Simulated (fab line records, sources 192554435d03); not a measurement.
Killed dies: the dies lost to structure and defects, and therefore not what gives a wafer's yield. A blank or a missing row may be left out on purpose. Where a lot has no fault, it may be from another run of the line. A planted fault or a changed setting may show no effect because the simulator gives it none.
Matching of chambers || flow n5 finfet || 4 sister chambers for N5_SDB_ETCH_17 on rie diel-05
The step etches SiARC in CF4, target depth 23.4 nm, time 39 s. 4 wafers are shown with their chamber, then 7 later ones without.

## WAFERS, EACH WITH ITS CHAMBER
{"wafer": "L762.4", "chamber": 1, "showerhead plenum p Torr (Torr)": 2.20}
{"wafer": "L762.6", "chamber": 2, "showerhead plenum p Torr (Torr)": 2.15}
{"wafer": "L764.1", "chamber": 3, "showerhead plenum p Torr (Torr)": 2.25}
{"wafer": "L764.4", "chamber": 0, "showerhead plenum p Torr (Torr)": 2.08}

## WAFERS WITH NO CHAMBER GIVEN
{"wafer": "L764.6", "showerhead plenum p Torr (Torr)": 2.15}
{"wafer": "L766.2", "showerhead plenum p Torr (Torr)": 2.24}
{"wafer": "L766.3", "showerhead plenum p Torr (Torr)": 2.20}
{"wafer": "L766.5", "showerhead plenum p Torr (Torr)": 2.08}
{"wafer": "L769.2", "showerhead plenum p Torr (Torr)": 2.14}
{"wafer": "L769.4", "showerhead plenum p Torr (Torr)": 2.14}
{"wafer": "L769.6", "showerhead plenum p Torr (Torr)": 2.24}

## CHAMBER TAKEN BY EACH
{"wafer": "L764.6", "from the rows above": 2, "in truth": 2}
{"wafer": "L766.2", "from the rows above": 3, "in truth": 3}
{"wafer": "L766.3", "from the rows above": 1, "in truth": 1}
{"wafer": "L766.5", "from the rows above": 0, "in truth": 0}
{"wafer": "L769.2", "from the rows above": 2, "in truth": 2}
{"wafer": "L769.4", "from the rows above": 2, "in truth": 2}
{"wafer": "L769.6", "from the rows above": 3, "in truth": 3}
Correct placement for 7 of the 7. From these rows, 0 cannot be placed. Number placed wrongly: 0.
How it was worked out, from the rows above alone: a wafer's distance from a chamber is the root of the sum, over the readings, of the square of ((its reading less the chamber's mean) divided by the reading's scatter). The wafer belongs to the nearest chamber; if the next one is less than 2 further off, it can't be placed. Each chamber's mean is taken over the wafers shown for it. The scatter: with one shown wafer a chamber, the root of the mean of the squares of how far each hidden wafer lies from its nearest shown one.
